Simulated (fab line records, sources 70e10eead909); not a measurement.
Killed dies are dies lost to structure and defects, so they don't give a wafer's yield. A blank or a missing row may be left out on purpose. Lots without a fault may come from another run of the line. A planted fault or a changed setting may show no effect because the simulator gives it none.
Which tool did it? | flow nand_harc | 24 lots, 72 wafers sampled, at 2 steps of a route of 1159

WHAT THE GAUGES READ, wafer by wafer
NHARC_A_ONON_D1_THK_MEAS_18: measures by ellipsometry.
lot  | measured     | on            | thk_nm (nm)
L074 | day 7 22:26  | film_metro-02 | 998 995 995
L075 | day 8 14:03  | film_metro-02 | 1015 1018 1016
L076 | day 8 14:05  | film_metro-01 | 994 994 997
L077 | day 8 14:03  | film_metro-01 | 999 1002 998
L078 | day 9 00:44  | film_metro-02 | 1003 1002 1004
L079 | day 9 05:40  | film_metro-02 | 1010 1010 1011
L080 | day 9 09:14  | film_metro-01 | 1012 1009 1011
L081 | day 9 09:14  | film_metro-02 | 1001 1000 1001
L083 | day 10 01:17 | film_metro-01 | 1000 1001 1001
L084 | day 10 01:16 | film_metro-01 | 1017 1016 1016
L082 | day 10 01:16 | film_metro-02 | 1005 1004 1004
L085 | day 10 20:32 | film_metro-01 | 1005 1005 1005
L087 | day 11 04:22 | film_metro-02 | 1002 1002 1001
L086 | day 11 04:23 | film_metro-01 | 994 997 994
L088 | day 12 00:58 | film_metro-01 | 993 992 993
L089 | day 12 01:19 | film_metro-01 | 1003 1002 1002
L090 | day 12 00:58 | film_metro-02 | 1006 1005 1006
L091 | day 12 00:58 | film_metro-02 | 986 988 986
L092 | day 12 08:44 | film_metro-02 | 995 994 995
L093 | day 12 08:44 | film_metro-01 | 995 996 995
L094 | day 13 07:49 | film_metro-02 | 1002 1004 1003
L095 | day 13 08:10 | film_metro-01 | 999 1000 999
L096 | day 13 07:49 | film_metro-01 | 993 992 993
L097 | day 13 07:50 | film_metro-02 | 991 991 992

WHICH TOOL RAN EACH LOT (tool, then ch and the chambers of the sampled wafers, then the start)
lot  | NHARC_P_BONDPAD_ACTIVATE_29
L074 | rie_diel-02 ch 0,2, day 6 13:50
L075 | rie_diel-02 ch 1,2,3, day 7 02:37
L076 | rie_diel-02 ch 0,1,3, day 7 03:34
L077 | rie_diel-02 ch 0,1,2, day 7 04:01
L078 | rie_diel-11 ch 0,3, day 7 11:40
L079 | rie_diel-02 ch 2,3, day 7 20:43
L080 | rie_diel-02 ch 0,1,3, day 7 23:44
L081 | rie_diel-02 ch 1,2,3, day 8 00:07
L083 | rie_diel-02 ch 0,1,3, day 8 14:55
L084 | rie_diel-02 ch 2,3, day 8 15:13
L082 | rie_diel-05 ch 0,2,3, day 8 16:12
L085 | rie_diel-02 ch 0,1,3, day 9 08:09
L087 | rie_diel-02 ch 0,2, day 9 17:25
L086 | rie_diel-02 ch 0,2,3, day 9 18:37
L088 | rie_diel-02 ch 0,1,2, day 10 12:40
L089 | rie_diel-05 ch 2,3, day 10 15:59
L090 | rie_diel-05 ch 0,1,2, day 10 16:45
L091 | rie_diel-02 ch 1,3, day 10 17:25
L092 | rie_diel-05 ch 0,1,3, day 10 22:09
L093 | rie_diel-02 ch 0,1,3, day 10 22:21
L094 | rie_diel-05 ch 0,3, day 11 21:13
L095 | rie_diel-05 ch 1,2,3, day 11 21:22
L096 | rie_diel-02 ch 0,2, day 11 23:26
L097 | rie_diel-02 ch 2,3, day 12 00:01
- NHARC_P_BONDPAD_ACTIVATE_29: chemistry N2, time 60 s.

WHAT THE TOOLS THEMSELVES READ (means of the sampled wafers that have a number; where no wafer has one, the mark that the record gives instead)
NHARC_P_BONDPAD_ACTIVATE_29.
lot  | tool        | drypump_motor_current_A (A) | mfc_ar_sccm (sccm) | oes_product_au (a.u.) | rf_vpp_V (V) | showerhead_plenum_p_Torr (Torr)
L074 | rie_diel-02 | 5.8                         | 0.000              | 1.008                 | 64.1         | 1.81
L075 | rie_diel-02 | 6.0                         | 0.007              | 1.000                 | 64.3         | 1.85
L076 | rie_diel-02 | 5.6                         | 0.007              | 0.993                 | 64.7         | 1.78
L077 | rie_diel-02 | 5.5                         | 0.000              | 1.001                 | 64.9         | 1.80
L078 | rie_diel-11 | 6.3                         | 0.005              | 0.996                 | 63.2         | 1.68
L079 | rie_diel-02 | 6.3                         | 0.007              | 0.999                 | 65.4         | 1.86
L080 | rie_diel-02 | 5.6                         | 0.007              | 0.996                 | 64.6         | 1.78
L081 | rie_diel-02 | 6.0                         | 0.007              | 0.991                 | 64.5         | 1.84
L083 | rie_diel-02 | 5.6                         | 0.007              | 1.005                 | 64.7         | 1.78
L084 | rie_diel-02 | 6.5                         | 0.014              | 0.993                 | 65.0         | 1.84
L082 | rie_diel-05 | 5.8                         | 0.002              | 0.999                 | 64.1         | 1.70
L085 | rie_diel-02 | 5.6                         | 0.007              | 1.000                 | 64.6         | 1.78
L087 | rie_diel-02 | 5.4                         | 0.000              | 1.003                 | 64.7         | 1.74
L086 | rie_diel-02 | 5.9                         | 0.007              | 0.997                 | 64.3         | 1.79
L088 | rie_diel-02 | 5.5                         | 0.000              | 1.005                 | 64.0         | 1.79
L089 | rie_diel-05 | 6.2                         | 0.001              | 0.997                 | 63.5         | 1.68
L090 | rie_diel-05 | 5.6                         | 0.002              | 0.991                 | 64.5         | 1.73
L091 | rie_diel-02 | 6.1                         | 0.014              | 0.997                 | 64.6         | 1.82
L092 | rie_diel-05 | 5.7                         | 0.001              | 0.998                 | 63.8         | 1.72
L093 | rie_diel-02 | 5.6                         | 0.007              | 1.018                 | 64.0         | 1.77
L094 | rie_diel-05 | 5.4                         | 0.003              | 1.006                 | 64.1         | 1.71
L095 | rie_diel-05 | 6.1                         | 0.000              | 0.999                 | 63.7         | 1.69
L096 | rie_diel-02 | 5.8                         | 0.000              | 0.994                 | 64.0         | 1.80
L097 | rie_diel-02 | 6.5                         | 0.014              | 0.991                 | 63.9         | 1.83

THE ANSWER, worked out from the rows above alone
Rule: what is usual is taken from the lots themselves. Put in order of their means at a reading, lots are off if they are a third of the lots or fewer, leave a main group of 4 or more, and stand apart from it by a gap of 3 or more times the standard deviation of the main group's means; of several such gaps the widest counts. A main group whose means are all the same, to the digits that the tables above print for the reading, isn't used. A lot without any number at a reading at which 4 lots or more have one is off too. The other lots that the step has rows for count as sound. The gauges are gone through in route order, then the tools' own readings, and for those a lot's mean is taken as printed above. The first step at which some lot is off is used, and at that step the reading that is off furthest; a lot without a number counts as furthest.
No lot is off at any reading shown: from this, nothing can be told.

WHAT THE SIMULATOR HAD PUT IN
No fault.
